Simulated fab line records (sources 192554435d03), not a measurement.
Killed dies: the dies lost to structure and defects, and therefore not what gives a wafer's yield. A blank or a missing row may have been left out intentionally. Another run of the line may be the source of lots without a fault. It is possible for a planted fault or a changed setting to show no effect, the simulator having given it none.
Chamber matching -- flow n5Finfet -- 4 sister chambers for N5_GATE_CUT_ETCH_37 on rieDiel-04
The step etches SOC in N2/H2, target depth 60 nm, overetch 12 nm, time 90 s. 14 wafers are shown with their chamber, then 7 later ones without.

## EACH WAFER AND ITS CHAMBER
wafer,chamber,drypumpMotorCurrentA (A),showerheadPlenumPTorr (Torr),throttleValvePct (%)
L074.2,0,6.2,2.55,17.98
L074.3,3,5.0,2.49,17.80
L074.5,2,6.5,2.42,17.95
L075.1,2,6.5,2.42,17.95
L075.5,0,6.2,2.55,17.98
L075.6,3,5.0,2.49,17.81
L078.3,1,5.6,2.55,18.06
L078.5,3,5.0,2.49,17.82
L078.6,2,6.5,2.41,17.97
L085.2,1,5.5,2.55,18.07
L085.3,3,5.0,2.49,17.81
L085.5,3,5.0,2.49,17.83
L088.1,3,5.0,2.48,17.84
L088.3,2,6.5,2.41,17.97

SIGNATURES (means of the wafers above)
reading,chamber 0,chamber 1,chamber 2,chamber 3,scatter within a chamber
drypumpMotorCurrentA,6.200,5.550,6.500,5.000,0.0224
showerheadPlenumPTorr,2.5500,2.5500,2.4150,2.4883,0.00428
throttleValvePct,17.9800,18.0650,17.9600,17.8183,0.0124
Rule: a wafer lies at a distance from a chamber equal to the root of the sum of squares, over the readings, of (its reading less the chamber's mean, divided by the reading's scatter). If the next closest chamber is less than 2 further off than the closest, the wafer can't be placed; otherwise it belongs to the closest. The scatter is the square root of a quotient: the sum, over the shown wafers, of each reading's squared deviation from its chamber's mean, divided by wafers minus chambers.

## WAFERS WITHOUT THEIR CHAMBER
wafer,drypumpMotorCurrentA (A),showerheadPlenumPTorr (Torr),throttleValvePct (%)
L088.5,5.5,2.55,18.07
L091.1,6.2,2.54,18.01
L091.2,5.0,2.48,17.86
L091.5,6.2,2.54,18.01
L097.1,6.2,2.53,18.02
L097.5,6.2,2.53,18.03
L097.6,5.0,2.48,17.87

## WHICH CHAMBER EACH WENT THROUGH
wafer,from the rows above,in truth
L088.5,1,1
L091.1,0,0
L091.2,3,3
L091.5,0,0
L097.1,0,0
L097.5,0,0
L097.6,3,3
7 of 7 placed correctly. Number that these rows cannot place: 0. Wrongly placed: 0.
